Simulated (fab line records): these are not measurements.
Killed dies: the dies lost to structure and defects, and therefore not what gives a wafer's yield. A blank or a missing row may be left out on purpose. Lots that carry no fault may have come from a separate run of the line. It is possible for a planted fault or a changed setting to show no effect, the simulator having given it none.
Chamber matching    flow n5 finfet    4 sister chambers for N5_DUMMY_GATE_CMP_04 on cmp-02
The step polishes a-Si. 8 wafers are shown with their chamber, then 11 later ones without.

== WAFERS PAIRED WITH THEIR CHAMBERS ==
wafer   chamber  motor current A (A)  time to endpoint s (s)
L079.5  0        9.3                  12.0
L082.6  3        11.1                 12.9
L085.1  0        9.7                  10.8
L085.3  2        9.5                  15.2
L086.2  2        9.5                  12.0
L086.4  1        11.1                 13.3
L086.5  1        11.0                 16.8
L089.1  3        10.7                 12.0

== WAFERS WITH NO CHAMBER GIVEN ==
wafer   motor current A (A)  time to endpoint s (s)
L089.4  9.6                  11.5
L089.6  9.6                  8.7
L090.2  10.7                 8.8
L090.4  9.3                  7.7
L090.5  9.3                  8.6
L095.1  10.0                 12.8
L095.3  9.3                  8.8
L095.4  11.2                 13.5
L096.3  9.4                  9.3
L096.4  11.1                 15.7
L096.6  9.8                  11.1

== WHICH CHAMBER EACH WENT THROUGH ==
wafer   from the rows above           in truth
L089.4  can't be placed: 0 or 2       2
L089.6  can't be placed: 0 or 2       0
L090.2  can't be placed: 3 or 1       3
L090.4  can't be placed: 0 or 2       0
L090.5  can't be placed: 0 or 2       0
L095.1  can't be placed: 2 or 0 or 3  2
L095.3  can't be placed: 0 or 2       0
L095.4  can't be placed: 1 or 3       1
L096.3  can't be placed: 0 or 2       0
L096.4  can't be placed: 1 or 3       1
L096.6  can't be placed: 0 or 2       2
Placed correctly: 0 of 11. Unplaceable from these rows: 11, with the true chamber sitting among the candidates in 11. Wrongly placed: 0.
How it was worked out, from the rows above alone: a wafer's distance from a chamber is the root of the sum, over the readings, of the square of ((its reading less the chamber's mean) divided by the reading's scatter). If the next closest chamber is less than 2 further off than the closest, the wafer can't be placed; otherwise it belongs to the closest. A chamber's mean is the mean of its shown wafers. How the scatter is found: for the shown wafers, subtract from each reading the mean of its chamber, square and add these, divide the total by (wafers less chambers), then take the root.
